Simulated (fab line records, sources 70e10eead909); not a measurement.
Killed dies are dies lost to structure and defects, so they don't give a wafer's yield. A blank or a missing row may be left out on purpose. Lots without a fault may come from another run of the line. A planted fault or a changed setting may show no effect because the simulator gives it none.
Chamber matching | flow nand_harc | NHARC_P_M1_DEP_00 on pecvd-04: 3 sister chambers
The step deposits SiOC, target thk 182.5 nm. 16 wafers are shown with their chamber, then 8 later ones without.

WAFERS WITH THEIR CHAMBER
wafer  | chamber | showerhead_vpp_V (V)
L332.2 | 2       | 1467
L332.3 | 0       | 1431
L332.6 | 1       | 1617
L333.1 | 2       | 1473
L333.4 | 2       | 1484
L333.6 | 0       | 1415
L336.2 | 0       | 1412
L336.3 | 0       | 1398
L336.5 | 0       | 1421
L335.3 | 2       | 1499
L335.4 | 0       | 1426
L335.6 | 0       | 1423
L341.1 | 1       | 1598
L341.2 | 0       | 1415
L341.5 | 2       | 1466
L345.4 | 2       | 1476

SIGNATURES (means of the wafers above)
reading          | chamber 0 | chamber 1 | chamber 2 | scatter within a chamber
showerhead_vpp_V | 1417.62   | 1607.50   | 1477.50   | 11.3
Rule: a wafer's distance from a chamber is the root of the sum, over the readings, of the square of ((its reading less the chamber's mean) divided by the reading's scatter). The wafer belongs to the nearest chamber; if the next one is less than 2 further off, it can't be placed. The scatter: the root of (the sum of the squares of (reading less its chamber's mean) over the shown wafers, divided by (wafers less chambers)).

WAFERS WITHOUT THEIR CHAMBER
wafer  | showerhead_vpp_V (V)
L345.5 | 1624
L345.6 | 1432
L349.2 | 1499
L349.5 | 1571
L349.6 | 1416
L351.2 | 1452
L351.3 | 1618
L351.4 | 1428

WHICH CHAMBER EACH WENT THROUGH
wafer  | from the rows above     | in truth
L345.5 | 1                       | 1
L345.6 | 0                       | 0
L349.2 | 2                       | 2
L349.5 | 1                       | 1
L349.6 | 0                       | 0
L351.2 | can't be placed: 2 or 0 | 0
L351.3 | 1                       | 1
L351.4 | 0                       | 0
Placed correctly: 7 of 8. Can't be placed from these rows: 1 (the true chamber is among the candidates in 1). Placed wrongly: 0.
